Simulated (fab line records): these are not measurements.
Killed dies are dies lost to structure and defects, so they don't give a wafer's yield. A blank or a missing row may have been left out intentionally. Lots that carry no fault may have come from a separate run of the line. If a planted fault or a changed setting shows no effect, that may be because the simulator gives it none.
fab line records    flow nand-harc
record lots=11  wafers=33  last-day=34
route steps=1302 shown A_CONTACT@1051 END@1302
lots untouched by any fault: they come from a run of this same line in which no faults occurred
start-h: the number of hours between the record's first day and the start of the first shown wafer of the lot    wait-h: time in hours since the lot's previous step    " the same as in the row above    L1.1+2: a single row standing in for several wafers    - no value present, or no start provided    * or withheld: withheld    < > ~ a bound
route shown NAME@n: a module of which the file shows steps, and the number in the route of the first    usual: mean and standard deviation over wafers with no fault    same: alike in all rows    chamber/n: place in a boat    sites: readings site by site    _std_site: the values' standard deviation    _edge_site: the outer-site mean with the inner-site mean subtracted    radius-mm: for every site, how far away it sits from the centre of the wafer    mask NAME#n: copy n    behind: tool/chamber where the wafer was last shaped    hold: why the lot went on hold/how many hours it stayed there/how the hold came to an end    device: whichever transistor did not switch (one of n, p or np)    end of line: at the end of the route, the tests of the same wafers    where a step has no rows: the recipe by itself    killed: count of dies lost to structure and defects at first sort (not the wafer's yield)    map: dies across one wafer; x = killed, . = not, _ = none there
set.NAME: the setting the step ran with; set.NAME@STEP: the setting that earlier step ran with    model.NAME: the simulator's own value behind a step, which no gauge read
the route's steps for a sample of lots (tables are steps, rows are wafers)
services: a tool's chamber out of use, with start hour (start-h, from the record's first day; less than 0 if before it), hours out, and reason
## steps
# step NHARC_A_CONTACT_ETCH_128
# recipe source-w=withheld  pressure-mtorr=20  bias-v=3000  time-s=197  target-depth-a=19180  ar-flow-sccm=withheld  c4f8-flow-sccm=withheld  o2-flow-sccm=withheld  chemistry=C4F8/O2/Ar
# usual chamber-pressure-mTorr=19.997/0.019  run-length-s=197/0
lot.wafer  tool             chamber  start-h  wait-h  chamber-pressure-mTorr  rf-hours-counter-h  run-length-s
L431.1     har-cap-etch-03  1        527.16   0.1     19.971                  50                  197
L431.4     "                0        "        "       20.029                  -                   197
L431.5     "                0        "        "       19.997                  -                   197
L432.4     har-cap-etch-03  0        543.73   0.1     19.986                  -                   197
L432.6     "                0        "        "       20.029                  -                   197
L432.5     "                1        "        "       20.037                  -                   197
L433.1     har-cap-etch-03  0        553.36   0.1     19.977                  55                  197
L433.4     "                0        "        "       20.019                  -                   197
L433.5     "                0        "        "       20.006                  -                   197
L435.2     har-cap-etch-02  0        568.47   0.1     19.984                  95                  197
L435.3     "                1        "        "       19.995                  -                   197
L435.6     "                1        "        "       19.995                  -                   197
L434.4     har-cap-etch-01  1        568.98   0.1     19.982                  -                   197
L434.3     "                0        "        "       19.990                  -                   197
L434.6     "                1        "        "       19.988                  -                   197
L440.1     har-cap-etch-02  1        621.59   0.1     19.973                  104                 197
L440.5     "                1        "        "       20.033                  -                   197
L440.6     "                0        "        "       19.965                  -                   197
L439.1     har-cap-etch-01  0        622.39   0.1     19.975                  20                  197
L439.2     "                1        "        "       20.026                  20                  197
L439.4     "                1        "        "       20.005                  -                   197
L443.2     har-cap-etch-03  0        651.09   0.1     20.004                  70                  197
L443.3     "                0        "        "       20.001                  -                   197
L443.5     "                1        "        "       19.990                  -                   197
L449.2     har-cap-etch-02  0        719.81   0.1     19.975                  122                 197
L449.4     "                1        "        "       20.016                  -                   197
L449.6     "                0        "        "       19.985                  -                   197
L450.2     har-cap-etch-03  0        732.23   0.2     19.957                  85                  197
L450.4     "                0        "        "       20.013                  -                   197
L450.6     "                0        "        "       19.993                  -                   197
L451.4     har-cap-etch-03  1        748.63   0.1     19.983                  -                   197
L451.5     "                1        "        "       20.026                  -                   197
L451.6     "                0        "        "       19.998                  -                   197
# step NHARC_A_CONTACT_ETCH_30
# recipe target-depth-a=726  time-s=36.3  cf4-flow-sccm=100  chf3-flow-sccm=30  ar-flow-sccm=0  rf-w=500  bias-w=200  chemistry=CF4/CHF3
# usual chamber-pressure-mTorr=25.002/0.022  drypump-motor-current-A=5.7/0.4  mfc-ar-sccm=0.009/0.014  oes-product-au=0.933/0.015  rf-fwd-power-W=494.9/1.6  rf-vpp-V=369.7/1.3  run-length-s=57.7/0.45  showerhead-plenum-p-Torr=1.55/0.03  throttle-valve-pct=16.801/0.0087
lot.wafer  tool         chamber  start-h  wait-h  chamber-pressure-mTorr  drypump-motor-current-A  mfc-ar-sccm  oes-product-au  rf-fwd-power-W  rf-hours-counter-h  rf-vpp-V  run-length-s  showerhead-plenum-p-Torr  throttle-valve-pct
L431.1     rie-diel-03  3        533.56   -       24.984                  5.3                      0.034        0.924           495.4           14                  369.6     57.3          1.56                      16.796
L431.4     "            1        "        "       25.014                  5.6                      0            0.926           494.7           13                  369.0     57.7          1.54                      16.791
L431.5     "            2        "        "       25.000                  6.4                      0            0.937           493.5           -                   370.3     57.1          1.52                      16.803
L432.4     rie-diel-03  0        549.64   -       24.977                  5.4                      0.005        0.923           494.3           16                  370.6     58.2          1.56                      16.788
L432.5     "            3        "        "       24.990                  5.3                      0.034        0.924           494.8           -                   370.5     57.2          1.56                      16.803
L432.6     "            0        "        "       25.010                  5.4                      0.005        0.935           494.9           -                   370.6     58.0          1.56                      16.780
L433.4     rie-diel-03  2        560.53   -       25.032                  6.3                      0            0.927           495.1           20                  368.0     57.4          1.52                      16.794
L433.1     "            0        "        "       25.004                  5.4                      0.005        0.927           492.4           18                  369.2     58.3          1.56                      16.806
L433.5     "            2        "        "       25.049                  6.3                      0            0.942           495.4           -                   369.5     57.4          1.52                      16.813
L435.3     rie-diel-03  1        574.47   -       24.977                  5.6                      0            0.910           493.2           20                  368.8     58.2          1.53                      16.808
L435.2     "            2        "        "       25.037                  6.3                      0            0.929           494.9           21                  368.4     57.2          1.52                      16.794
L435.6     "            0        "        "       24.995                  5.4                      0.005        0.929           495.2           -                   369.7     58.1          1.56                      16.792
L434.3     rie-diel-03  3        575.20   -       25.023                  5.3                      0.034        0.925           496.8           21                  370.0     57.0          1.56                      16.790
L434.4     "            1        "        "       25.006                  5.6                      0            0.925           494.3           20                  369.2     58.1          1.53                      16.805
L434.6     "            0        "        "       24.978                  5.4                      0.005        0.926           496.3           -                   370.1     57.9          1.56                      16.809
L440.1     rie-diel-03  0        628.45   -       24.990                  5.4                      0.005        0.918           495.3           31                  369.6     58.1          1.56                      16.807
L440.6     "            2        "        "       24.996                  6.3                      0            0.946           495.0           -                   370.0     57.5          1.52                      16.806
L440.5     "            3        "        "       25.052                  5.3                      0.034        0.934           493.8           -                   369.4     57.4          1.56                      16.785
L439.2     rie-diel-03  3        630.06   -       24.958                  5.3                      0.034        0.936           -               32                  369.8     50.1          1.56                      16.806
L439.1     "            0        "        "       24.999                  5.4                      0.005        0.920           493.8           31                  369.0     58.1          1.56                      16.790
L439.4     "            2        "        "       24.963                  6.3                      0            0.938           495.8           32                  368.4     57.5          1.52                      16.790
L443.2     rie-diel-03  2        659.77   -       25.053                  6.4                      0            0.923           -               3                   370.8     50.1          1.52                      16.800
L443.3     "            3        "        "       25.020                  5.3                      0.034        0.914           -               3                   370.8     49.9          1.56                      16.802
L443.5     "            0        "        "       24.984                  5.4                      0.005        0.909           497.0           -                   369.8     57.9          1.56                      16.798
L449.2     rie-diel-03  3        728.23   -       24.977                  5.3                      0.034        0.922           494.8           15                  370.1     57.7          1.56                      16.779
L449.4     "            3        "        "       24.972                  5.3                      0.034        0.928           496.8           -                   370.4     57.0          1.56                      16.790
L449.6     "            0        "        "       25.001                  5.4                      0.005        0.930           495.5           -                   369.1     57.9          1.55                      16.811
L450.2     rie-diel-03  3        741.77   -       24.983                  5.3                      0.034        0.911           496.3           20                  370.3     57.4          1.55                      16.791
L450.6     "            2        "        "       25.049                  6.4                      0            0.931           496.7           -                   368.2     57.5          1.51                      16.804
L450.4     "            3        "        "       25.010                  5.3                      0.034        0.915           492.2           -                   369.6     57.1          1.55                      16.792
L451.4     rie-diel-03  0        757.89   -       24.972                  5.4                      0.005        0.951           498.0           -                   369.7     58.5          1.55                      16.793
L451.6     "            2        "        "       24.997                  6.3                      0            0.949           494.1           -                   368.7     57.4          1.51                      16.805
L451.5     "            3        "        "       24.980                  5.3                      0.034        0.943           495.6           -                   369.9     57.0          1.55                      16.816
# step NHARC_A_CONTACT_ETCH_136
# recipe source-w=withheld  pressure-mtorr=20  bias-v=1200  time-s=311  target-depth-a=19120  ar-flow-sccm=withheld  c4f8-flow-sccm=withheld  o2-flow-sccm=withheld  chemistry=C4F8/O2/Ar
# usual chamber-pressure-mTorr=19.998/0.019  run-length-s=311/0
lot.wafer  tool             chamber  start-h  wait-h  chamber-pressure-mTorr  rf-hours-counter-h  run-length-s
L431.1     har-cap-etch-03  0        534.63   0.2     20.028                  51                  311
L431.4     "                0        "        "       20.042                  -                   311
L431.5     "                1        "        "       19.999                  -                   311
L432.4     har-cap-etch-01  1        550.85   0.2     19.972                  -                   311
L432.6     "                0        "        "       20.030                  -                   311
L432.5     "                1        "        "       20.014                  -                   311
L433.1     har-cap-etch-03  1        561.65   0.2     20.001                  56                  311
L433.4     "                0        "        "       20.007                  -                   311
L433.5     "                1        "        "       19.970                  -                   311
L435.2     har-cap-etch-03  1        575.58   0.2     19.985                  57                  311
L435.3     "                1        "        "       19.956                  -                   311
L435.6     "                1        "        "       20.006                  -                   311
L434.4     har-cap-etch-02  0        576.54   0.3     20.003                  -                   311
L434.3     "                1        "        "       19.989                  -                   311
L434.6     "                1        "        "       20.016                  -                   311
L440.1     har-cap-etch-03  0        629.52   0.2     19.991                  66                  311
L440.6     "                0        "        "       20.025                  -                   311
L440.5     "                1        "        "       19.978                  -                   311
L439.2     har-cap-etch-02  0        631.13   0.2     19.980                  106                 311
L439.1     "                1        "        "       19.999                  106                 311
L439.4     "                0        "        "       20.002                  -                   311
L443.2     har-cap-etch-01  1        660.99   0.3     19.995                  27                  311
L443.3     "                0        "        "       20.014                  -                   311
L443.5     "                0        "        "       20.013                  -                   311
L449.2     har-cap-etch-02  1        729.40   0.2     19.959                  123                 311
L449.4     "                1        "        "       19.973                  -                   311
L449.6     "                1        "        "       19.974                  -                   311
L450.2     har-cap-etch-01  1        743.47   0.2     19.972                  42                  311
L450.4     "                0        "        "       20.011                  -                   311
L450.6     "                1        "        "       19.998                  -                   311
L451.4     har-cap-etch-01  1        759.16   0.2     19.980                  -                   311
L451.6     "                1        "        "       20.001                  -                   311
L451.5     "                0        "        "       20.003                  -                   311
# step NHARC_A_CONTACT_ETCH_98
# recipe target-depth-a=200  over-etch-frac=0.5  time-s=10  ion-energy-ev=250  c4f6-flow-sccm=25  o2-flow-sccm=20  ar-flow-sccm=500  rf-w=600  bias-w=500  chemistry=C4F6/O2
# usual chamber-pressure-mTorr=30.002/0.027  drypump-motor-current-A=5.7/0.33  mfc-ar-sccm=500.0/1.4  oes-product-au=0.956/0.02  rf-fwd-power-W=588.1/2.8  rf-vpp-V=546.5/2.4  run-length-s=31.1/0.38  showerhead-plenum-p-Torr=3.91/0.11  throttle-valve-pct=26.902/0.0087
lot.wafer  tool         chamber  start-h  wait-h  chamber-pressure-mTorr  drypump-motor-current-A  mfc-ar-sccm  oes-product-au  rf-fwd-power-W  rf-hours-counter-h  rf-vpp-V  run-length-s  showerhead-plenum-p-Torr  throttle-valve-pct
L431.4     rie-diel-12  1        -        -       29.975                  5.9                      500.7        1.006           583.5           31                  547.1     30.6          3.95                      26.887
L431.1     "            2        "        "       29.966                  5.7                      500.4        1.013           593.4           23                  549.9     31.0          4.00                      26.895
L431.5     "            0        "        "       29.978                  5.7                      501.5        0.998           590.5           -                   547.8     30.6          3.93                      26.905
L432.4     rie-diel-02  0        -        -       30.029                  6.2                      499.5        0.944           586.5           52                  550.8     31.1          4.12                      26.899
L432.6     "            2        "        "       29.971                  5.8                      500.0        0.951           589.4           -                   543.1     30.7          3.81                      26.909
L432.5     "            3        "        "       29.996                  5.3                      500.3        0.944           585.2           -                   550.9     31.3          4.03                      26.905
L433.1     rie-diel-03  0        -        -       29.988                  5.4                      499.5        0.955           592.6           18                  546.7     31.4          3.89                      26.898
L433.4     "            1        "        "       29.974                  5.7                      499.5        0.953           589.2           19                  544.5     31.3          3.83                      26.899
L433.5     "            3        "        "       30.007                  5.3                      498.9        0.951           588.0           -                   546.7     30.9          3.90                      26.893
L435.2     rie-diel-03  3        -        -       30.009                  5.3                      503.4        0.953           591.4           21                  545.2     30.5          3.90                      26.908
L435.3     "            2        "        "       30.014                  6.3                      499.0        0.942           589.2           22                  544.8     31.0          3.79                      26.896
L435.6     "            0        "        "       30.015                  5.4                      501.0        0.959           592.6           -                   545.8     32.1          3.89                      26.893
L434.3     rie-diel-03  0        -        -       30.029                  5.4                      500.6        0.944           590.0           21                  545.9     32.1          3.89                      26.889
L434.4     "            2        "        "       30.006                  6.4                      499.9        0.950           586.5           23                  544.6     31.1          3.79                      26.898
L434.6     "            0        "        "       30.025                  5.4                      498.6        0.939           587.8           -                   546.7     31.2          3.89                      26.892
L440.1     rie-diel-03  3        -        -       30.035                  5.3                      502.2        0.963           590.0           32                  546.1     30.6          3.89                      26.889
L440.6     "            2        "        "       30.016                  6.4                      501.1        0.958           589.2           -                   544.5     30.8          3.79                      26.928
L440.5     "            3        "        "       30.012                  5.3                      500.8        0.958           589.9           -                   545.3     30.9          3.89                      26.906
L439.1     rie-diel-12  1        -        -       30.020                  5.9                      500.0        1.008           586.8           0                   546.4     30.5          3.93                      26.898
L439.4     "            2        "        "       30.013                  5.7                      502.3        0.991           594.7           0                   548.5     31.2          3.98                      26.898
L439.2     "            3        "        "       29.980                  5.9                      498.9        0.989           583.6           0                   552.7     31.3          4.19                      26.916
L443.2     rie-diel-02  2        -        -       30.008                  5.8                      499.8        1.023           587.1           31                  544.9     30.5          3.79                      26.897
L443.3     "            3        "        "       29.996                  5.3                      500.5        0.993           586.1           27                  548.5     31.5          4.01                      26.903
L443.5     "            2        "        "       30.009                  5.8                      499.3        1.017           588.7           -                   544.2     30.5          3.79                      26.900
L449.2     rie-diel-12  2        -        -       29.982                  5.7                      500.3        0.957           590.2           35                  546.7     31.2          3.96                      26.907
L449.4     "            3        "        "       29.988                  5.9                      498.9        0.962           586.3           36                  551.3     31.4          4.17                      26.898
L449.6     "            1        "        "       29.988                  5.9                      498.8        0.956           585.1           -                   547.1     30.5          3.91                      26.900
L450.2     rie-diel-12  3        -        -       29.977                  5.9                      501.2        0.941           589.7           39                  552.6     31.6          4.17                      26.918
L450.4     "            1        "        "       29.954                  5.9                      500.5        0.951           585.5           36                  546.9     30.9          3.91                      26.909
L450.6     "            0        "        "       29.997                  5.7                      501.6        0.959           588.3           -                   546.6     30.6          3.90                      26.907
L451.4     rie-diel-03  1        -        -       29.974                  5.6                      500.0        0.997           586.7           23                  545.4     31.9          3.81                      26.899
L451.6     "            1        "        "       29.993                  5.7                      497.2        0.997           584.8           -                   543.8     31.1          3.81                      26.900
L451.5     "            2        "        "       30.022                  6.4                      500.1        0.959           586.8           -                   544.3     31.2          3.77                      26.894
# step NHARC_END_SORT_01
# recipe temp-c=25
# usual killed-at-array=56/19  killed-at-other=0.8/1.1  killed-at-periphery=3.4/2.5  killed-dies=60/19  killed-open=2.9/1.7  killed-short=2.4/1.6
# same gross-dies=677
lot.wafer  tool       chamber  start-h  wait-h  killed-at-array  killed-at-other  killed-at-periphery  killed-dies  killed-open  killed-short
L439.1     prober-01  0        681.31   2.5     48               0                6                    54           1            1
L439.2     prober-01  0        682.12   2.8     155              1                8                    164          5            0
L439.4     prober-01  0        683.74   3.4     48               0                3                    51           0            3
L443.2     prober-01  0        717.65   2.8     81               0                3                    84           2            2
L443.3     prober-01  0        718.44   3.1     115              0                3                    118          2            1
L443.5     prober-01  0        720.03   3.7     83               0                0                    83           2            4
# killed by level:class
L439.1 A_SLIT:chamber-film-flake=27 A_CONTACT:chamber-film-flake=9 A_CHANNEL_HOLE_D1:chamber-film-flake=6 P_M2:chamber-film-flake=5 A_WL_FILL:chamber-film-flake=2 P_CONTACT:geometric-particle:short=1 A_CHANNEL_FILL_D1:geometric-particle:open=1 A_CHANNEL_FILL_D1:chamber-film-flake=1
L439.2 A_CONTACT:area-etch=104 A_SLIT:chamber-film-flake=25 A_CHANNEL_HOLE_D1:chamber-film-flake=8 A_CONTACT:chamber-film-flake=8 P_M2:chamber-film-flake=5 A_CHANNEL_FILL_D2:chamber-film-flake=4 A_WL_FILL:chamber-film-flake=2 P_M0:geometric-particle:open=1
L439.4 A_SLIT:chamber-film-flake=32 A_CHANNEL_HOLE_D1:chamber-film-flake=7 A_CONTACT:chamber-film-flake=5 P_M2:chamber-film-flake=2 P_M1:geometric-particle:short=1 A_SGD_CUT:geometric-particle:short=1 A_M0:geometric-particle:short=1 A_CHANNEL_FILL_D1:chamber-film-flake=1
L443.2 A_SLIT:chamber-film-flake=25 A_CHANNEL_HOLE_D1:chamber-film-flake=23 A_CHANNEL_HOLE_D2:chamber-film-flake=20 A_CONTACT:area-etch=4 A_ONON_D1:geometric-particle:short=1 A_ONON_D2:geometric-particle:short=1 A_WL_FILL:geometric-particle:open=1 A_M0:geometric-particle:open=1
L443.3 A_SLIT:chamber-film-flake=33 A_CHANNEL_HOLE_D2:chamber-film-flake=29 A_CHANNEL_HOLE_D1:chamber-film-flake=27 A_CONTACT:area-etch=21 A_M1:chamber-film-flake=2 P_GATE:geometric-particle:open=1 P_M0:geometric-particle:short=1 A_CHANNEL_FILL_D2:geometric-particle:open=1
L443.5 A_SLIT:chamber-film-flake=30 A_CHANNEL_HOLE_D1:chamber-film-flake=29 A_CHANNEL_HOLE_D2:chamber-film-flake=16 A_SOURCE_PLATE:geometric-particle:short=1 A_CHANNEL_FILL_D1:geometric-particle:open=1 A_DECK1_JOINT:geometric-particle:open=1 A_CHANNEL_HOLE_D2:geometric-particle:short=1 A_SGD_CUT:geometric-particle:short=1
## services
tool             chamber  start-h  hours  kind
rie-diel-03      0        517.02   -      clean
rie-diel-03      1        517.02   -      clean
rie-diel-03      2        517.02   -      clean
rie-diel-03      3        517.02   -      clean
rie-diel-03      0        541.52   -      clean
rie-diel-03      1        541.52   -      clean
rie-diel-03      2        541.52   -      clean
rie-diel-03      3        541.52   -      clean
rie-diel-03      0        566.02   -      clean
rie-diel-03      1        566.02   -      clean
rie-diel-02      -        570.88   9.0    pm
rie-diel-03      2        622.41   1.5    repair
rie-diel-12      -        622.96   9.0    pm
rie-diel-03      -        635.32   9.0    pm
rie-diel-03      -        660.49   0.7    repair
rie-diel-12      0        679.56   14.0   repair
rie-diel-03      0        698.57   9.7    repair
rie-diel-03      2        712.15   28.9   repair
rie-diel-03      3        719.20   1.4    repair
rie-diel-03      1        737.83   9.3    repair
rie-diel-02      1        744.31   4.3    repair
rie-diel-02      -        747.90   9.0    pm
har-cap-etch-02  -        754.93   17.0   pm
rie-diel-03      1        755.20   4.9    repair
## key
first-sign step=NHARC_A_CONTACT_ETCH_30  reading=run-length-s  direction=down  sigmas=17  usual=*  struck=*
effect step=NHARC_END_SORT_01  reading=killed-at-array  direction=up  sigmas=3.3  usual=56  struck=117  wafers-moved=2
more-kills-born-at NHARC_A_CONTACT_ETCH_30@rie-diel-03=129
met-at NHARC_A_CONTACT_ETCH_30
struck-lots L439,L443
struck-wafers L439.2,L443.2,L443.3
tester-left-out L439,L443
not-acting-at NHARC_A_CONTACT_ETCH_128,NHARC_A_CONTACT_ETCH_136,NHARC_A_CONTACT_ETCH_98
onset-between 628.45 630.06
fault kind=process-parameter-drift  tool=rie-diel-03  chamber=-  onset-h=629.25  steps=NHARC_A_CONTACT_ETCH_30  channel=time-s  offset=*  shape=step  end-h=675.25  scope=struck-wafers-only  acts-in=*  stated=*
# tester-left-out: of these lots the tester's yield and bins aren't shown, on N5 and GAA mostly nor the transistor test; their killed dies are dies lost to structure and defects alone, not to doping, threshold or leakage, so they don't give the yield
